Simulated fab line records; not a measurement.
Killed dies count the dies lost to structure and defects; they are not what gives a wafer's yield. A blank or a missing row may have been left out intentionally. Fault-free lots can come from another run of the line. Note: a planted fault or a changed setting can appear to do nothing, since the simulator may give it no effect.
Which tool did it? -- flow n5_finfet -- 7 lots, 21 wafers sampled, at 3 steps of a route of 1938

WHAT THE GAUGES READ, wafer by wafer
N5_FIN_SAQP_THK_MEAS_05.
lot,measured,on,thk_nm (nm)
L315,day 2 18:17,film_metro-01,37.1 37.9 38.1
L317,day 3 03:43,film_metro-01,38.1 37.4 38.5
L319,day 3 16:05,film_metro-01,18.3 38.3 38.6
L322,day 4 10:05,film_metro-01,37.5 38.3 37.7
L329,day 6 02:58,film_metro-02,37.9 38.0 38.6
L333,day 7 03:11,film_metro-02,37.9 38.6 38.6
L335,day 7 15:39,film_metro-01,37.4 38.0 38.5

WHAT TOOL EACH LOT RAN ON (gives the tool, then ch and the chambers of the sampled wafers, and finally the start)
lot,N5_PMOS_HMC_CHANNEL_EPI_ETCH_38,N5_FIN_SAQP_HM_DEP_03
L315,"rie_si-06 ch 2,3, day 2 12:02","pecvd-02 ch 0,1, day 2 18:12"
L317,"rie_si-06 ch 0,1,2, day 3 00:12","pecvd-02 ch 1,2, day 3 03:37"
L319,"rie_si-05 ch 2,3, day 3 12:35","pecvd-02 ch 0,1,2, day 3 16:00"
L322,"rie_si-06 ch 0,2,3, day 4 06:40","pecvd-03 ch 0,1,2, day 4 10:00"
L329,"rie_si-02 ch 0,1,2, day 5 23:49","pecvd-04 ch 1,2, day 6 02:53"
L333,"rie_si-02 ch 0,1,3, day 6 23:49","pecvd-02 ch 0,1, day 7 03:06"
L335,"rie_si-05 ch 1,3, day 7 12:42","pecvd-02 ch 0,1, day 7 15:34"
- N5_PMOS_HMC_CHANNEL_EPI_ETCH_38: etches SiO2 in CF4, target depth 1.5 nm.
- N5_FIN_SAQP_HM_DEP_03: deposits SiNx from SiH4/NH3/N2, target thk 38 nm, time 33.6 s.

THE ANSWER, worked out from the rows above alone
Rule: the lots themselves supply what counts as usual. Put in order of their means at a reading, lots are off if they are a third of the lots or fewer, leave a main group of 4 or more, and stand apart from it by a gap of 3 or more times the standard deviation of the main group's means; of several such gaps the widest counts. A main group is skipped when, at the precision printed for the reading in the tables above, its means are all equal. Also off: a lot with no number at a reading for which 4 or more lots have one. Where the step has rows for the other lots, those lots are counted as sound.
Off, at N5_FIN_SAQP_THK_MEAS_05 on thk_nm: L319. The main group has a mean of 38.0 nm with a standard deviation of 0.22.
If a tool, at a process step before that reading, ran all the lots that are off and no sound lot after the first of them, it fits. Those tools and the gauges at N5_FIN_SAQP_THK_MEAS_05 are tried in the same way. Of those tried, none fits.

WHAT THE SIMULATOR HAD INSERTED
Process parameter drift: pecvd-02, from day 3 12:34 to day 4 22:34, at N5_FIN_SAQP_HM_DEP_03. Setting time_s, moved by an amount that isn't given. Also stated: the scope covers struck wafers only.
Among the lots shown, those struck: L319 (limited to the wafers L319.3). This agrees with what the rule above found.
